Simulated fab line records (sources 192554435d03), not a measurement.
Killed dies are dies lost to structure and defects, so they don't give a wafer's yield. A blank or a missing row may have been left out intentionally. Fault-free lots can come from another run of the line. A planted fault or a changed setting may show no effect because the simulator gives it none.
Lot-split experiment    flow n5 finfet    21 wafers read across 7 lots, on a route 1938 steps long

THE SPLIT ITSELF
At N5_BEOL_M5_COAT_05 (resist thk 30 nm), the setting spin rpm was moved away from the recipe's 1500 rpm on 5 of the 21 wafers read, by -3.3% to +6.4%. This setting was run at the recipe's value on the other wafers.

FROM THE SPLIT TO THE READING: what the file shows between them, 2 steps
- N5_BEOL_M5_EBR_07
- N5_BEOL_M5_SOFTBAKE_06: time 60 s

THE READING
CAR-EUV_of_BEOL_M5_COAT_05.thk nm (the simulator's own value, which no gauge read), in nm, at N5_BEOL_M5_DESCUM_16 (chemistry O2, time 7 s). There is no usual value for it anywhere in the file. Here, 16 wafers ran the recipe; their average is 26.1 nm with a standard deviation of 0.12 nm.

wafer   tool, chamber at the split  spin rpm as run, rpm  against the recipe  CAR-EUV_of_BEOL_M5_COAT_05.thk nm, nm  against lot-mates on the recipe
L078.1  litho track-04, 0           1500                  recipe              26.2                                   -
L078.3  litho track-04, 0           1500                  recipe              26.2                                   -
L078.2  litho track-04, 0           1500                  recipe              26                                     -
L081.1  litho track-02, 0           1500                  recipe              26                                     -
L081.4  litho track-02, 0           1451                  -3.3%               26.4                                   +0.4
L081.5  litho track-02, 0           1451                  -3.3%               26.6                                   +0.6
L082.1  litho track-01, 0           1500                  recipe              26                                     -
L082.2  litho track-01, 0           1500                  recipe              26                                     -
L082.3  litho track-01, 0           1582                  +5.5%               25.4                                   -0.6
L083.3  litho track-02, 0           1500                  recipe              26.2                                   -
L083.4  litho track-02, 0           1500                  recipe              26                                     -
L083.6  litho track-02, 0           1500                  recipe              26                                     -
L090.1  litho track-02, 0           1500                  recipe              26.4                                   -
L090.3  litho track-02, 0           1500                  recipe              26                                     -
L090.6  litho track-02, 0           1553                  +3.5%               25.6                                   -0.6
L093.1  litho track-04, 0           1500                  recipe              26                                     -
L093.4  litho track-04, 0           1500                  recipe              26                                     -
L093.6  litho track-04, 0           1500                  recipe              26                                     -
L095.2  litho track-01, 0           1500                  recipe              26.2                                   -
L095.5  litho track-01, 0           1500                  recipe              26.2                                   -
L095.3  litho track-01, 0           1596                  +6.4%               25.2                                   -1.0

THE FIT
A straight line over all 21 wafers: CAR-EUV_of_BEOL_M5_COAT_05.thk nm changes by -0.132 nm for each +1% of spin rpm; r = -0.93; the points scatter about the line by 0.12 nm.
The same after taking each lot's own level away (the mean of its wafers on the recipe; 21 wafers): -0.144 nm for each +1%; r = -0.95; scatter 0.1 nm.
That fit puts the effect of the largest move of spin rpm on the reading at 0.92 nm.
The span of the lots' own levels, 26.00 to 26.20 nm, comes to 1.6 times the standard deviation stated above.
The two slopes agree, so the slope changes little with the lot-to-lot level.
Check: with one of the wafers moved furthest among these (+6.4%) left out of the fit, the line predicts -0.865 nm for it against its lot-mates. It came out at -1 nm against them.

OTHER SPLITS APPLIED TO THESE WAFERS
Before the reading, these wafers also passed through other splits. Each is held against what the fit with the lots' levels taken away leaves over:
other split on the same wafers  wafers away from the commonest value  r with CAR-EUV_of_BEOL_M5_COAT_05.thk nm (lot level and that fit taken away)
N5_BEOL_M4_EXPOSE_08 dose mj    11                                    +0.08
N5_BEOL_M4_COAT_67 spin rpm     5                                     +0.10
N5_BEOL_M4_COAT_22 spin rpm     8                                     +0.03
N5_BEOL_M5_COAT_59 spin rpm     3                                     +0.02

THE WHOLE CHAIN: every reading that the file lists as answering this split, in the file's order
step                  what it does            reading                                                                             change (the file's fit)                r (the file's)
N5_BEOL_M5_COAT_05    resist thk 30 nm        CAR-EUV_of_BEOL_M5_COAT_05.thk nm (the simulator's own value, which no gauge read)  -0.146 nm for each +1% of the setting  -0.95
N5_BEOL_M5_DESCUM_16  chemistry O2, time 7 s  CAR-EUV_of_BEOL_M5_COAT_05.thk nm (the simulator's own value, which no gauge read)  -0.143 nm for each +1% of the setting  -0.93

THE FILE'S OWN FIT
CAR-EUV_of_BEOL_M5_COAT_05.thk nm changes by -0.143 nm for each +1% of spin rpm, r = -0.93.
